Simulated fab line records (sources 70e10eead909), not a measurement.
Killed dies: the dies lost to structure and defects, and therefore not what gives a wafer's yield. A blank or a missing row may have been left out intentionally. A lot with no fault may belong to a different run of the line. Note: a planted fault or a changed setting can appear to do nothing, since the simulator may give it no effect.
Matching of chambers | flow nand_harc | 4 sister chambers for NHARC_P_ZERO_WELL_DESCUM_13 on rie_diel-06
The step chemistry O2, time 3 s. 4 wafers are shown with their chamber, then 7 later ones without.

== WAFERS, EACH WITH ITS CHAMBER ==
wafer  | chamber | showerhead_plenum_p_Torr (Torr)
L076.6 | 1       | 2.01
L078.2 | 2       | 1.96
L090.1 | 3       | 1.86
L090.2 | 0       | 1.91

== WAFERS WITHOUT THEIR CHAMBER ==
wafer  | showerhead_plenum_p_Torr (Torr)
L090.3 | 1.95
L093.2 | 1.95
L093.3 | 1.99
L093.4 | 1.86
L096.1 | 1.94
L096.3 | 1.99
L096.6 | 1.98

== CHAMBER TAKEN BY EACH ==
wafer  | from the rows above     | in truth
L090.3 | can't be placed: 2 or 0 | 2
L093.2 | can't be placed: 2 or 0 | 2
L093.3 | can't be placed: 1 or 2 | 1
L093.4 | 3                       | 3
L096.1 | can't be placed: 2 or 0 | 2
L096.3 | can't be placed: 1 or 2 | 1
L096.6 | can't be placed: 2 or 1 | 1
1 of 7 placed correctly. Can't be placed from these rows: 6 (the true chamber is among the candidates in 6). 0 placed wrongly.
How it was worked out, from the rows above alone: a wafer's distance from a chamber is the root of the sum, over the readings, of the square of ((its reading less the chamber's mean) divided by the reading's scatter). The wafer belongs to the nearest chamber; if the next one is less than 2 further off, it can't be placed. Each chamber's mean is taken over the wafers shown for it. The scatter (one wafer shown for each chamber): square how far every hidden wafer sits from the nearest shown wafer, average those squares and take the square root.
